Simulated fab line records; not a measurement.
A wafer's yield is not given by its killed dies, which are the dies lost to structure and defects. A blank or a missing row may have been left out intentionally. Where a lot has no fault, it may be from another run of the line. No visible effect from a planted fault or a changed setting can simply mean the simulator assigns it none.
Split-lot study / flow n5_finfet / on a route of 1938 steps: 7 lots, 39 wafers read

== ABOUT THE SPLIT ==
At N5_FIN_SAQP_SPACER1_ALD_24 (deposits SiO2, target thk 20.3 nm, pulse time 1 s, purge time 2 s), the setting ald_cycles was moved away from the recipe's 218 on 15 of the 39 wafers read, by -28.0% to +59.2%. The other wafers ran this setting at the recipe's value.

== FROM THE SPLIT TO THE READING: what the file shows between them, 2 steps ==
- N5_FIN_SAQP_SPACER1_ETCHBACK_25: etches SiO2 in CHF3/O2, target depth 24.4 nm, time 12.2 s
- N5_FIN_SAQP_MANDREL1_REMOVE_56: chemistry HBr/Cl2/O2, target a-Si, stops on SiNx, bt time 10 s

== THE READING ==
cd_nm at N5_FIN_SAQP_CD_MEAS_27, given in nm (cd target 20 nm). Fault-free wafers of this fab line usually give 20.27 nm, standard deviation 0.23 nm.

wafer=L074.2; tool, chamber at the split=ald_sin-04, 3,2; ald_cycles as run=218; against the recipe=recipe; cd_nm, nm=19.91; against lot-mates on the recipe=-
wafer=L074.3; tool, chamber at the split=ald_sin-04, 2; ald_cycles as run=218; against the recipe=recipe; cd_nm, nm=20.13; against lot-mates on the recipe=-
wafer=L074.6; tool, chamber at the split=ald_sin-04, 3,2; ald_cycles as run=218; against the recipe=recipe; cd_nm, nm=20.36; against lot-mates on the recipe=-
wafer=L075.1; tool, chamber at the split=ald_sin-02, 3,2,2; ald_cycles as run=218; against the recipe=recipe; cd_nm, nm=20.10; against lot-mates on the recipe=-
wafer=L075.2; tool, chamber at the split=ald_sin-02, 3,2,2; ald_cycles as run=218; against the recipe=recipe; cd_nm, nm=20.43; against lot-mates on the recipe=-
wafer=L075.3; tool, chamber at the split=ald_sin-02, 0; ald_cycles as run=347; against the recipe=+59.2%; cd_nm, nm=32.19; against lot-mates on the recipe=+11.97
wafer=L075.4; tool, chamber at the split=ald_sin-02, 1,3; ald_cycles as run=347; against the recipe=+59.2%; cd_nm, nm=31.96; against lot-mates on the recipe=+11.74
wafer=L075.5; tool, chamber at the split=ald_sin-02, 1,3; ald_cycles as run=347; against the recipe=+59.2%; cd_nm, nm=32.00; against lot-mates on the recipe=+11.78
wafer=L075.6; tool, chamber at the split=ald_sin-02, 3,2,2; ald_cycles as run=218; against the recipe=recipe; cd_nm, nm=20.14; against lot-mates on the recipe=-
wafer=L079.1; tool, chamber at the split=ald_sin-02, 0,1,1; ald_cycles as run=157; against the recipe=-28.0%; cd_nm, nm=14.76; against lot-mates on the recipe=-5.54
wafer=L079.2; tool, chamber at the split=ald_sin-02, 0,1,1; ald_cycles as run=157; against the recipe=-28.0%; cd_nm, nm=14.47; against lot-mates on the recipe=-5.83
wafer=L079.3; tool, chamber at the split=ald_sin-02, 3,0; ald_cycles as run=218; against the recipe=recipe; cd_nm, nm=20.24; against lot-mates on the recipe=-
wafer=L079.4; tool, chamber at the split=ald_sin-02, 2; ald_cycles as run=218; against the recipe=recipe; cd_nm, nm=20.31; against lot-mates on the recipe=-
wafer=L079.5; tool, chamber at the split=ald_sin-02, 3,0; ald_cycles as run=218; against the recipe=recipe; cd_nm, nm=20.36; against lot-mates on the recipe=-
wafer=L079.6; tool, chamber at the split=ald_sin-02, 0,1,1; ald_cycles as run=157; against the recipe=-28.0%; cd_nm, nm=14.52; against lot-mates on the recipe=-5.78
wafer=L080.1; tool, chamber at the split=ald_sin-04, 0,1,1; ald_cycles as run=218; against the recipe=recipe; cd_nm, nm=20.39; against lot-mates on the recipe=-
wafer=L080.2; tool, chamber at the split=ald_sin-04, 2; ald_cycles as run=265; against the recipe=+21.6%; cd_nm, nm=24.93; against lot-mates on the recipe=+4.60
wafer=L080.3; tool, chamber at the split=ald_sin-04, 0,1,1; ald_cycles as run=218; against the recipe=recipe; cd_nm, nm=20.51; against lot-mates on the recipe=-
wafer=L080.4; tool, chamber at the split=ald_sin-04, 3,0; ald_cycles as run=265; against the recipe=+21.6%; cd_nm, nm=24.66; against lot-mates on the recipe=+4.33
wafer=L080.5; tool, chamber at the split=ald_sin-04, 0,1,1; ald_cycles as run=218; against the recipe=recipe; cd_nm, nm=20.10; against lot-mates on the recipe=-
wafer=L080.6; tool, chamber at the split=ald_sin-04, 3,0; ald_cycles as run=265; against the recipe=+21.6%; cd_nm, nm=24.65; against lot-mates on the recipe=+4.32
wafer=L087.1; tool, chamber at the split=ald_sin-04, 2,0,1; ald_cycles as run=218; against the recipe=recipe; cd_nm, nm=20.62; against lot-mates on the recipe=-
wafer=L087.2; tool, chamber at the split=ald_sin-04, 1,3,2; ald_cycles as run=318; against the recipe=+45.9%; cd_nm, nm=29.69; against lot-mates on the recipe=+9.05
wafer=L087.3; tool, chamber at the split=ald_sin-04, 2,0,1; ald_cycles as run=218; against the recipe=recipe; cd_nm, nm=20.51; against lot-mates on the recipe=-
wafer=L087.4; tool, chamber at the split=ald_sin-04, 1,3,2; ald_cycles as run=318; against the recipe=+45.9%; cd_nm, nm=29.26; against lot-mates on the recipe=+8.62
wafer=L087.5; tool, chamber at the split=ald_sin-04, 1,3,2; ald_cycles as run=318; against the recipe=+45.9%; cd_nm, nm=29.27; against lot-mates on the recipe=+8.63
wafer=L087.6; tool, chamber at the split=ald_sin-04, 2,0,1; ald_cycles as run=218; against the recipe=recipe; cd_nm, nm=20.78; against lot-mates on the recipe=-
wafer=L089.1; tool, chamber at the split=ald_sin-04, 1,0,2,3,1,0; ald_cycles as run=218; against the recipe=recipe; cd_nm, nm=20.70; against lot-mates on the recipe=-
wafer=L089.2; tool, chamber at the split=ald_sin-04, 1,0,2,3,1,0; ald_cycles as run=218; against the recipe=recipe; cd_nm, nm=19.71; against lot-mates on the recipe=-
wafer=L089.3; tool, chamber at the split=ald_sin-04, 1,0,2,3,1,0; ald_cycles as run=218; against the recipe=recipe; cd_nm, nm=20.09; against lot-mates on the recipe=-
wafer=L089.4; tool, chamber at the split=ald_sin-04, 1,0,2,3,1,0; ald_cycles as run=218; against the recipe=recipe; cd_nm, nm=20.15; against lot-mates on the recipe=-
wafer=L089.5; tool, chamber at the split=ald_sin-04, 1,0,2,3,1,0; ald_cycles as run=218; against the recipe=recipe; cd_nm, nm=20.40; against lot-mates on the recipe=-
wafer=L089.6; tool, chamber at the split=ald_sin-04, 1,0,2,3,1,0; ald_cycles as run=218; against the recipe=recipe; cd_nm, nm=20.12; against lot-mates on the recipe=-
wafer=L090.1; tool, chamber at the split=ald_sin-02, 0,3; ald_cycles as run=218; against the recipe=recipe; cd_nm, nm=20.72; against lot-mates on the recipe=-
wafer=L090.2; tool, chamber at the split=ald_sin-02, 0,3; ald_cycles as run=218; against the recipe=recipe; cd_nm, nm=20.34; against lot-mates on the recipe=-
wafer=L090.3; tool, chamber at the split=ald_sin-02, 1,2; ald_cycles as run=295; against the recipe=+35.3%; cd_nm, nm=27.59; against lot-mates on the recipe=+7.15
wafer=L090.4; tool, chamber at the split=ald_sin-02, 2; ald_cycles as run=218; against the recipe=recipe; cd_nm, nm=20.26; against lot-mates on the recipe=-
wafer=L090.5; tool, chamber at the split=ald_sin-02, 1,2; ald_cycles as run=295; against the recipe=+35.3%; cd_nm, nm=27.73; against lot-mates on the recipe=+7.29
wafer=L090.6; tool, chamber at the split=ald_sin-02, 1; ald_cycles as run=295; against the recipe=+35.3%; cd_nm, nm=27.34; against lot-mates on the recipe=+6.90
If several chambers appear in one row, that row covers several wafers at once and the file leaves open which wafer was in which chamber.

THE FIT
A straight line over all 39 wafers: cd_nm changes by +0.201 nm for each +1% of ald_cycles; r = +1.00; the points scatter about the line by 0.24 nm.
The same after taking each lot's own level away (the mean of its wafers on the recipe; 39 wafers): +0.199 nm for each +1%; r = +1.00; scatter 0.22 nm.
The reading moves by 12 nm for the largest change in ald_cycles, on that fit.
From 20.133 to 20.637 nm: that is the span of the lots' own levels, equal to 2.2 times the standard deviation above.
Consequently the slope shifts little with the lot-to-lot level, the two slopes agreeing.
Check: +11.7 nm against its lot-mates is what the line predicts for one of the wafers moved furthest among these (+59.2%) when that wafer is left out of the fit. Against them it came out at +12 nm.

== THE WHOLE CHAIN: every reading that the file lists as answering this split, in the file's order ==
step=N5_FIN_SAQP_SPACER1_ALD_24; what it does=deposits SiO2, target thk 20.3 nm, pulse time 1 s, purge time 2 s; reading=SiO2_of_FIN_SAQP_SPACER1_ALD_24.thk_nm (the simulator's own value, which no gauge read); change (the file's fit)=+0.203 nm for each +1% of the setting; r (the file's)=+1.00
step=N5_FIN_SAQP_MANDREL1_REMOVE_56; what it does=chemistry HBr/Cl2/O2, target a-Si, stops on SiNx, bt time 10 s; reading=FIN_SAQP.cd_nm (the simulator's own value, which no gauge read); change (the file's fit)=+0.204 nm for each +1% of the setting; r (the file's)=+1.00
step=N5_FIN_SAQP_CD_MEAS_27; what it does=target cd 20 nm; reading=cd_nm; change (the file's fit)=+0.199 nm for each +1% of the setting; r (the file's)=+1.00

== THE FILE'S OWN FIT ==
cd_nm changes by +0.199 nm for each +1% of ald_cycles, r = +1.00.
